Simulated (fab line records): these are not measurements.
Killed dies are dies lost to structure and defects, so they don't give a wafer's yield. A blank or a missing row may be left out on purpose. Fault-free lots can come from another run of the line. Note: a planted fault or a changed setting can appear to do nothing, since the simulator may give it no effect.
Shared-tool check    flow nandHarc    Sample size 3 lots and 9 wafers

## WHY THIS WAS OPENED
Flagged at NHARC_END_SORT_01: reading killedDies, on 2 of 3 lots. No-fault wafers: 58, standard deviation 16.
Rule: a lot is flagged when every wafer of it that has a number lies more than 4 standard deviations from that mean, or none has a number. All remaining lots are regarded as sound.

lot   measured      on         killedDies, wafer by wafer  flag
L681  day 27 21:37  prober-02  677 677 677                 FLAGGED
L679  day 28 06:05  prober-01  677 677 677                 FLAGGED
L686  day 30 12:35  prober-01  40 54 49                    
Average over the flagged lots: 677; offset from the usual +619, equal to +39 standard deviations.

## TOOL THAT RAN EACH LOT
The record holds 4 process steps before the reading, out of a route of 1302 steps. Read each cell as the tool, then ch plus the chambers that the sampled wafers visited, then the start.
lot   flag     NHARC_A_STAIRCASE_TRIM_187         NHARC_A_STAIRCASE_ETCH_197         NHARC_A_STAIRCASE_ETCH_199                    NHARC_A_STAIRCASE_TRIM_202
L681  FLAGGED  rieDiel-09 ch 1,2,3, day 19 03:59  rieDiel-13 ch 0,1,3, day 19 05:34  rieDiel-13 ch 0,2,3, day 27 21:37 or earlier  rieDiel-13 ch 0,1,3, day 27 21:37 or earlier
L679  FLAGGED  rieDiel-04 ch 1,2,3, day 18 21:44  rieDiel-04 ch 1,2,3, day 18 23:49  rieDiel-04 ch 2,3, day 28 06:05 or earlier    rieDiel-04 ch 0,2, day 28 06:05 or earlier
L686           rieDiel-04 ch 0,2,3, day 21 18:19  rieDiel-13 ch 0,2,3, day 21 22:35  rieDiel-13 ch 0,3, day 30 12:35 or earlier    rieDiel-13 ch 0,1, day 30 12:35 or earlier
These steps, and what they do:
- NHARC_A_STAIRCASE_TRIM_187: chemistry O2, time 211.2 s.
- NHARC_A_STAIRCASE_ETCH_197: etches the open film in C4F8/O2, target depth 100 nm, time 40.5 s.
- NHARC_A_STAIRCASE_ETCH_199: etches the open film in C4F8/O2, target depth 100 nm, time 40.5 s.
- NHARC_A_STAIRCASE_TRIM_202: chemistry O2, time 211.2 s.
- NHARC_END_SORT_01

## FLAGGED AGAINST TOTAL, ONE TOOL AT A TIME (gauges that did the reading follow at the end)
step                        tool        lots run  flagged  share of the flagged lots  sound lots run after its first flagged lot
NHARC_A_STAIRCASE_TRIM_187  rieDiel-04  2         1        some                       1 (L686)
NHARC_A_STAIRCASE_TRIM_187  rieDiel-09  1         1        some                       0
NHARC_A_STAIRCASE_ETCH_197  rieDiel-04  1         1        some                       0
NHARC_A_STAIRCASE_ETCH_197  rieDiel-13  2         1        some                       1 (L686)
NHARC_A_STAIRCASE_ETCH_199  rieDiel-04  1         1        some                       0
NHARC_A_STAIRCASE_ETCH_199  rieDiel-13  2         1        some                       1 (L686)
NHARC_A_STAIRCASE_TRIM_202  rieDiel-04  1         1        some                       0
NHARC_A_STAIRCASE_TRIM_202  rieDiel-13  2         1        some                       1 (L686)
NHARC_END_SORT_01           prober-01   2         1        some                       1 (L686)
NHARC_END_SORT_01           prober-02   1         1        some                       0
NHARC_A_STAIRCASE_ETCH_199: start missing for some lots; hours and lot order therefore follow NHARC_END_SORT_01. NHARC_A_STAIRCASE_TRIM_202: start missing for some lots; hours and lot order therefore follow NHARC_END_SORT_01.

## WHAT THE TABLE PERMITS
No row of the table ran every flagged lot.

## WHAT THE SIMULATOR HAD PUT IN
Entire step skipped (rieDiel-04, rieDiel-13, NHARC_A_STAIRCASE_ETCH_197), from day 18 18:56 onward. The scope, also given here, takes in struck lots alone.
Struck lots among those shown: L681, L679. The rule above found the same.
